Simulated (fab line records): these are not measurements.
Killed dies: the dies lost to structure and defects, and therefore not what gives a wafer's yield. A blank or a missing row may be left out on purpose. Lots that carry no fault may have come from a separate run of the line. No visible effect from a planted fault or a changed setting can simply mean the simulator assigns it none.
fab line records	flow n5-finfet
record lots=10	wafers=30	last-day=17
route steps=1938 shown BEOL_M2@866 BEOL_M4@1111 PASSIVATION@1936
lots that met no fault: taken from a fault-free run of the same line
start-h: the number of hours between the record's first day and the start of the first shown wafer of the lot	wait-h: time in hours since the lot's previous step	" unchanged from the row above	L1.1+2: a row that stands for several wafers	- value missing, or start not given	* or withheld: withheld	< > ~ a bound
route shown NAME@n: names a module that has steps shown in the file, with the first one's number in the route	usual: average and standard deviation across the fault-free wafers	same: alike in all rows	chamber/n: place in a boat	sites: readings site by site	_std_site: how widely they spread, as a standard deviation	_edge_site: outer sites' mean less inner sites'	radius-mm: for every site, how far away it sits from the centre of the wafer	mask NAME#n: copy n	behind: the tool/chamber that last shaped the wafer	hold: cause of the lot's hold/its duration in hours/its outcome	device: transistor that didn't switch, given as n, p or np	end of line: tests run on the same wafers once the route is complete	a step given without rows: its recipe and nothing more	killed: count of dies lost to structure and defects at first sort (not the wafer's yield)	map: a wafer's dies, x killed, . not, _ none there
set.NAME: the setting as run; set.NAME@STEP: as run at that earlier step	model.NAME: the simulator's own value behind a step, which no gauge read
the route's steps for a sample of lots (tables are steps, rows are wafers)
services: from which hour (start-h, from the record's first day; less than 0 if before it) a tool's chamber was out of use, for how many hours, and why
## steps
# step N5_BEOL_M2_CD_MEAS_18
# recipe pitch-nm=36	target-cd-nm=18
# usual cd-nm=18.0/0.3
lot.wafer	tool	chamber	start-h	wait-h	cd-nm
L645.3	cd-sem-03	-	138.46	0.1	18.2
L645.4	"	-	"	"	18.2
L645.6	"	-	"	"	18.2
L647.1	cd-sem-03	-	150.99	0.0	17.6
L647.3	"	-	"	"	18.2
L647.4	"	-	"	"	17.6
L648.1	cd-sem-02	-	162.35	0.0	18.0
L648.3	"	-	"	"	18.6
L648.5	"	-	"	"	18.1
L650.1	cd-sem-03	-	183.54	0.1	18.1
L650.2	"	-	"	"	17.9
L650.4	"	-	"	"	17.7
L652.2	cd-sem-01	-	186.95	0.1	17.6
L652.4	"	-	"	"	17.8
L652.6	"	-	"	"	17.8
L655.3	cd-sem-02	-	208.71	0.1	18.1
L655.5	"	-	"	"	17.9
L655.6	"	-	"	"	17.9
L660.3	cd-sem-01	-	232.99	0.1	18.0
L660.4	"	-	"	"	18.0
L660.5	"	-	"	"	18.2
L664.2	cd-sem-02	-	249.33	0.1	17.9
L664.4	"	-	"	"	17.9
L664.5	"	-	"	"	17.6
L665.1	cd-sem-03	-	258.14	0.0	18.6
L665.2	"	-	"	"	17.7
L665.3	"	-	"	"	17.9
L666.2	cd-sem-01	-	263.40	0.1	18.5
L666.3	"	-	"	"	18.1
L666.4	"	-	"	"	18.5
# step N5_BEOL_M2_EXPOSE_25
# recipe mask-id=V1	na=0.33	source-shape=quasar	sigma-inner=0.2	sigma-outer=0.8	polarization=unpolarized	defocus-nm=5	dose-mj=63
# usual exposure-dose-mJ-cm2=62.97/0.093
lot.wafer	tool	chamber	start-h	wait-h	mask	exposure-dose-mJ-cm2
L645.3	euv-scanner-01	0	138.65	-	V1#0	62.88
L645.4	"	0	"	"	V1#0	62.87
L645.6	"	0	"	"	V1#0	62.82
L647.1	euv-scanner-02	0	151.29	-	V1#0	63.10
L647.3	"	0	"	"	V1#0	63.03
L647.4	"	0	"	"	V1#0	63.03
L648.1	euv-scanner-01	0	162.65	-	V1#0	62.88
L648.3	"	0	"	"	V1#0	62.84
L648.5	"	0	"	"	V1#0	62.97
L650.1	euv-scanner-02	0	183.84	-	V1#0	63.06
L650.2	"	0	"	"	V1#0	62.99
L650.4	"	0	"	"	V1#0	63.02
L652.2	euv-scanner-02	0	187.13	-	V1#0	63.04
L652.4	"	0	"	"	V1#0	63.02
L652.6	"	0	"	"	V1#0	63.03
L655.3	euv-scanner-01	0	209.02	-	V1#0	62.86
L655.5	"	0	"	"	V1#0	62.91
L655.6	"	0	"	"	V1#0	62.92
L660.3	euv-scanner-02	0	233.18	-	V1#0	63.07
L660.4	"	0	"	"	V1#0	63.07
L660.5	"	0	"	"	V1#0	63.07
L664.2	euv-scanner-02	0	249.57	-	V1#0	65.49
L664.4	"	0	"	"	V1#0	65.55
L664.5	"	0	"	"	V1#0	65.51
L665.1	euv-scanner-02	0	258.32	-	V1#0	65.15
L665.2	"	0	"	"	V1#0	65.13
L665.3	"	0	"	"	V1#0	65.18
L666.2	euv-scanner-01	0	263.70	-	V1#0	62.89
L666.3	"	0	"	"	V1#0	62.92
L666.4	"	0	"	"	V1#0	62.92
# step N5_BEOL_M2_CD_MEAS_28
# recipe target-cd-nm=26.2	landing-energy-ev=500	detector=se-inlens	target-cd-y-nm=24.1	polarity=opening
# usual cd-nm=26.15/0.25
lot.wafer	tool	chamber	start-h	wait-h	cd-nm
L645.3	cd-sem-02	0	138.78	-	25.79
L645.4	"	0	"	"	25.33
L645.6	"	0	"	"	26.33
L647.1	cd-sem-02	0	151.44	-	26.21
L647.3	"	0	"	"	26.23
L647.4	"	0	"	"	26.34
L648.1	cd-sem-01	0	162.80	-	25.92
L648.3	"	0	"	"	26.13
L648.5	"	0	"	"	26.19
L650.1	cd-sem-03	0	183.99	-	26.15
L650.2	"	0	"	"	26.53
L650.4	"	0	"	"	26.14
L652.2	cd-sem-03	0	187.27	-	26.20
L652.4	"	0	"	"	25.69
L652.6	"	0	"	"	25.97
L655.3	cd-sem-03	0	209.15	-	26.32
L655.5	"	0	"	"	26.22
L655.6	"	0	"	"	26.41
L660.3	cd-sem-03	0	233.31	-	26.26
L660.4	"	0	"	"	26.20
L660.5	"	0	"	"	25.63
L664.2	cd-sem-03	0	249.71	-	27.08
L664.4	"	0	"	"	27.34
L664.5	"	0	"	"	27.00
L665.1	cd-sem-02	0	258.46	-	26.56
L665.2	"	0	"	"	26.77
L665.3	"	0	"	"	27.12
L666.2	cd-sem-02	0	263.84	-	26.07
L666.3	"	0	"	"	25.86
L666.4	"	0	"	"	25.92
# step N5_BEOL_M2_OVL_MEAS_29
# recipe points-per-wafer=522
# usual V1_OVL=0.9/0.63
lot.wafer	tool	chamber	start-h	wait-h	V1_OVL[nm]
L645.3	overlay-01	0	138.82	0.0	0.8
L645.4	"	0	"	"	0.7
L645.6	"	0	"	"	-0.1
L647.1	overlay-02	0	151.47	0.0	1.2
L647.3	"	0	"	"	1.4
L647.4	"	0	"	"	1.3
L648.1	overlay-02	0	162.83	0.0	0.6
L648.3	"	0	"	"	1.0
L648.5	"	0	"	"	0.7
L650.1	overlay-01	0	184.02	0.0	1.5
L650.2	"	0	"	"	1.6
L650.4	"	0	"	"	1.5
L652.2	overlay-02	0	187.30	0.0	0.9
L652.4	"	0	"	"	1.0
L652.6	"	0	"	"	1.5
L655.3	overlay-02	0	209.19	0.0	0.9
L655.5	"	0	"	"	0.1
L655.6	"	0	"	"	0.8
L660.3	overlay-02	0	233.35	0.0	1.0
L660.4	"	0	"	"	1.5
L660.5	"	0	"	"	0.8
L664.2	overlay-01	0	249.74	0.0	1.2
L664.4	"	0	"	"	0.7
L664.5	"	0	"	"	1.0
L665.1	overlay-02	0	258.49	0.0	1.2
L665.2	"	0	"	"	1.2
L665.3	"	0	"	"	0.3
L666.2	overlay-01	0	263.87	0.0	1.3
L666.3	"	0	"	"	0.3
L666.4	"	0	"	"	0.9
# step N5_BEOL_M2_ALD_98
# recipe material=SiO2	target-thk-a=25	temp-c=100	ald-precursor-family=BDEAS	ald-co-reactant=O2-plasma	pulse-time-s=1	co-reactant-pulse-time-s=1	purge-time-s=2	co-reactant-purge-time-s=2	ald-cycles=17	pressure-torr=2
# usual heater-power-w=78/9.7	precursor-pulse-height-rel=1.002/0.02
# same co-reactant-pulse-time-s=1
lot.wafer	tool	chamber	start-h	wait-h	heater-power-w	precursor-pulse-height-rel	since-wet-clean-h
L645.3	ald-sin-03	1	139.91	0.1	87	0.961	238
L645.4	"	3	"	"	92	1.034	238
L645.6	"	0	"	"	81	1.016	-
L647.1	ald-sin-02	1	151.69	0.1	74	1.007	51
L647.3	"	0	"	"	84	1.004	51
L647.4	"	3	"	"	74	0.985	-
L648.1	ald-sin-02	0	163.93	0.2	84	0.983	63
L648.3	"	3	"	"	73	1.006	63
L648.5	"	3	"	"	73	1.033	-
L650.1	ald-sin-03	1	185.11	0.9	87	0.997	283
L650.2	"	3	"	"	91	0.994	283
L650.4	"	2	"	"	61	0.982	283
L652.2	ald-sin-03	3	187.76	0.2	90	0.993	286
L652.4	"	0	"	"	81	1.009	286
L652.6	"	0	"	"	81	1.001	-
L655.3	ald-sin-01	1	209.40	0.1	78	1.020	17
L655.5	"	1	"	"	80	1.000	-
L655.6	"	2	"	"	70	0.989	-
L660.3	ald-sin-02	2	233.58	0.1	61	1.022	133
L660.4	"	3	"	"	75	0.960	133
L660.5	"	0	"	"	86	0.991	-
L664.2	ald-sin-03	0	250.55	0.1	83	0.979	348
L664.4	"	1	"	"	88	0.984	348
L664.5	"	1	"	"	90	1.021	-
L665.1	ald-sin-01	2	258.72	0.1	71	0.992	66
L665.2	"	1	"	"	77	1.028	66
L665.3	"	3	"	"	72	1.001	66
L666.2	ald-sin-01	3	264.10	0.1	72	1.023	71
L666.3	"	1	"	"	79	1.022	71
L666.4	"	2	"	"	70	1.004	-
# step N5_BEOL_M4_RC_MEAS_101
# usual DIBL_N=37.2/1.8	DIBL_P=37.5/2.5	IOFF_N=0.17/0.038	IOFF_P=0.24/0.046	ION_N=681/13	ION_P=469/8.5	SS_N=71.7/0.6	SS_P=73.6/0.69	VT_N=249/3.4	VT_P=-248/3.6
lot.wafer	tool	chamber	start-h	wait-h	DIBL_N[mV/V]	DIBL_P[mV/V]	IOFF_N[nA/um]	IOFF_P[nA/um]	ION_N[uA/um]	ION_P[uA/um]	SS_N[mV/dec]	SS_P[mV/dec]	VT_N[mV]	VT_P[mV]
L645.3	prober-02	0	167.15	0.3	34.2	33.7	0.12	0.18	651	450	70.9	72.6	255	-254
L645.4	"	0	"	"	35.2	34.3	0.14	0.20	661	456	71.7	73.1	253	-250
L645.6	"	0	"	"	36.5	36.2	0.16	0.23	690	474	71.4	73.9	248	-247
L647.1	prober-01	0	183.60	0.0	39.9	42.1	0.24	0.28	695	472	71.9	73.5	246	-249
L647.3	"	0	"	"	36.9	37.2	0.15	0.19	686	467	71.3	72.6	251	-255
L647.4	"	0	"	"	38.6	39.4	0.19	0.21	673	454	71.7	73.9	249	-253
L648.1	prober-02	0	189.52	0.0	36.7	36.6	0.16	0.24	676	470	72.1	73.6	251	-246
L648.3	"	0	"	"	37.9	37.4	0.17	0.26	683	478	71.4	73.4	247	-243
L648.5	"	0	"	"	40.3	40.6	0.22	0.33	685	479	73.2	75.0	244	-242
L650.1	prober-01	0	208.66	0.0	39.1	38.5	0.22	0.26	691	472	72.0	73.5	243	-247
L650.2	"	0	"	"	37.0	35.3	0.15	0.20	679	460	71.6	73.3	249	-252
L650.4	"	0	"	"	39.6	40.7	0.25	0.31	717	486	71.7	74.1	241	-246
L652.2	prober-02	0	211.90	0.2	37.2	37.6	0.18	0.25	678	470	72.1	73.8	247	-246
L652.4	"	0	"	"	35.4	34.7	0.14	0.20	667	464	71.1	73.0	252	-251
L652.6	"	0	"	"	34.3	33.6	0.12	0.18	666	461	70.8	72.5	252	-249
L655.3	prober-01	0	238.16	0.3	36.3	34.9	0.15	0.21	694	473	72.3	73.5	253	-247
L655.5	"	0	"	"	35.6	34.9	0.14	0.22	679	478	71.7	73.8	251	-248
L655.6	"	0	"	"	37.5	35.4	0.16	0.22	670	464	71.5	73.5	248	-249
L660.3	prober-01	0	263.94	0.3	39.6	38.1	0.23	0.28	691	468	72.4	74.5	246	-244
L660.4	"	0	"	"	39.2	38.2	0.21	0.29	678	469	71.8	74.0	247	-242
L660.5	"	0	"	"	38.8	37.7	0.21	0.29	691	474	71.3	74.2	245	-243
L664.2	prober-01	0	291.34	0.2	36.4	38.0	0.17	0.22	691	475	71.8	73.3	250	-250
L664.4	"	0	"	"	36.6	38.8	0.17	0.24	678	468	71.1	73.9	249	-247
L664.5	"	0	"	"	33.9	35.6	0.13	0.19	674	468	70.4	72.5	254	-249
L665.1	prober-02	0	291.49	0.0	35.3	35.2	0.15	0.19	680	467	71.8	73.1	246	-249
L665.2	"	0	"	"	37.5	38.9	0.19	0.25	699	480	72.2	73.8	246	-248
L665.3	"	0	"	"	37.3	38.8	0.19	0.25	686	471	71.8	73.8	246	-247
L666.2	prober-01	0	295.41	0.2	36.3	36.7	0.16	0.23	683	468	71.2	73.2	248	-248
L666.3	"	0	"	"	38.2	38.6	0.20	0.26	699	476	72.2	73.8	248	-248
L666.4	"	0	"	"	33.9	33.7	0.13	0.19	671	461	71.0	73.2	252	-251
# step N5_PASSIVATION_PROBE_49
# usual defect-limited-yield=91.2/1.4	killed_at_M0_to_M3=32/10	killed_at_M4_up=14/6.2	killed-at-contacts=12/6.3	killed-at-front-end=42/13	killed-at-other=4/3.4	killed-dies=104/17	killed-open=67/12	killed-short=34/8.1	sort_bin_4_leakage=0.02/0.13	sort_bin_5_function=5.2/0.93	sort_bin_6_memory=3.2/0.65	sort-n-pass=1075/16	sort-yield-pct=91.1/1.4
# same gross-dies=1180	killed-at-back-side=0	sort_bin_8_speed[%]=0
lot.wafer	tool	chamber	start-h	wait-h	defect-limited-yield[%]	killed_at_M0_to_M3	killed_at_M4_up	killed-at-contacts	killed-at-front-end	killed-at-other	killed-dies	killed-open	killed-short	sort_bin_4_leakage[%]	sort_bin_5_function[%]	sort_bin_6_memory[%]	sort-n-pass	sort-yield-pct[%]
L652.2	prober-02	-	325.38	0.1	93.2	19	14	7	34	6	80	45	26	0	3.4	2.4	1100	93.2
L652.4	prober-02	-	325.48	0.2	93.6	16	3	13	38	5	75	44	29	0	3.8	2.1	1105	93.6
L652.6	prober-02	-	325.58	0.3	92.7	27	8	19	32	0	86	46	33	0	4.1	2.5	1094	92.7
L660.3	prober-02	-	372.11	0.1	90.8	19	10	16	61	2	108	71	37	0	5.1	3.6	1072	90.8
L660.4	prober-02	-	372.16	0.2	90.7	48	13	11	35	3	110	71	38	0	5.1	3.9	1070	90.7
# killed by level:class
L652.2 DUMMY_GATE:geometric-particle:open=9 HKMG_FIN:area-etch=8 BEOL_M1:geometric-particle:open=6 BEOL_M0_SAQP:geometric-particle:short=6 MOL_CONTACT_COAG:geometric-particle:open=5 BEOL_M4:geometric-particle:open=5 BEOL_M8:geometric-particle:open=5 GATE_CUT:geometric-particle:short=4
L652.4 DUMMY_GATE:geometric-particle:open=10 MOL_CONTACT_COAG:geometric-particle:open=8 FIN_SAQP:geometric-particle:open=7 FIN_SAQP:geometric-particle:short=6 BEOL_M0:geometric-particle:open=6 MOL_CONTACT_COAG:geometric-particle:short=5 GATE_CUT:geometric-particle:short=4 BEOL_M0:geometric-particle:short=4
L652.6 MOL_CONTACT_COAG:geometric-particle:open=14 DUMMY_GATE:geometric-particle:open=8 FIN_SAQP:geometric-particle:short=7 HKMG_FIN:area-etch=7 BEOL_M2:geometric-particle:open=6 MOL_CONTACT_COAG:geometric-particle:short=5 BEOL_M0_SAQP:geometric-particle:short=5 STARTING-WAFER:geometric-particle:short=5
L660.3 FIN_SAQP:geometric-particle:open=15 FIN_SAQP:geometric-particle:short=14 MOL_CONTACT_COAG:geometric-particle:open=13 STI_FIN_REVEAL:geometric-particle:open=8 BEOL_M3:geometric-particle:open=7 BEOL_M0_SAQP:geometric-particle:open=5 DUMMY_GATE:geometric-particle:open=5 BEOL_M5:geometric-particle:open=4
L660.4 BEOL_M0_SAQP:geometric-particle:short=11 BEOL_M3:geometric-particle:open=11 MOL_CONTACT_COAG:geometric-particle:open=9 FIN_SAQP:geometric-particle:open=8 STI_FIN_REVEAL:geometric-particle:open=6 BEOL_M0:geometric-particle:open=6 DUMMY_GATE:geometric-particle:open=4 BEOL_M0_SAQP:geometric-particle:open=4
## services
tool	chamber	start-h	hours	kind
ald-sin-03	-	120.12	2.8	pm
euv-scanner-02	-	128.44	1.0	pm
euv-scanner-02	-	137.45	4.6	pm
euv-scanner-01	-	142.05	1.0	pm
ald-sin-01	-	178.92	14.0	pm
ald-sin-01	0	178.92	14.0	vent-cycle
ald-sin-01	1	178.92	14.0	vent-cycle
ald-sin-01	2	178.92	14.0	vent-cycle
ald-sin-01	3	178.92	14.0	vent-cycle
euv-scanner-02	-	184.59	1.0	pm
euv-scanner-01	-	185.66	1.2	repair
euv-scanner-02	0	191.09	-	calibration
ald-sin-01	0	192.92	-	clean
euv-scanner-01	-	197.07	1.0	pm
ald-sin-02	-	219.87	2.8	pm
ald-sin-03	-	225.07	0.7	repair
euv-scanner-01	0	233.09	-	calibration
euv-scanner-01	-	234.10	0.9	repair
euv-scanner-01	-	240.38	4.6	pm
euv-scanner-02	-	245.00	1.0	pm
ald-sin-01	0	247.53	35.2	repair
euv-scanner-01	-	253.22	1.0	pm
ald-sin-03	2	253.59	8.1	repair
euv-scanner-02	-	262.99	2.0	repair
## key
first-sign step=N5_BEOL_M2_EXPOSE_25	reading=exposure-dose-mJ-cm2	direction=up	sigmas=25	usual=62.97	struck=65.33
effect step=N5_BEOL_M2_CD_MEAS_28	reading=cd-nm	direction=up	sigmas=3.3	usual=26.15	struck=26.98	through=control-loop
met-at N5_BEOL_M2_EXPOSE_25
struck-lots L664,L665
loop-trim step=N5_BEOL_M2_EXPOSE_25	setting=dose	lots=L665
not-acting-at N5_BEOL_M2_CD_MEAS_18,N5_BEOL_M2_OVL_MEAS_29,N5_BEOL_M2_ALD_98
onset-between 233.18 249.57
fault kind=process-parameter-drift	tool=euv-scanner-02	chamber=-	onset-h=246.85	steps=N5_BEOL_M2_EXPOSE_25	channel=dose-mj	offset=2.5318	shape=step	acts-in=these-recipes-only	stated=63
# loop-trim: a control loop set the setting to another value than it would have without faults
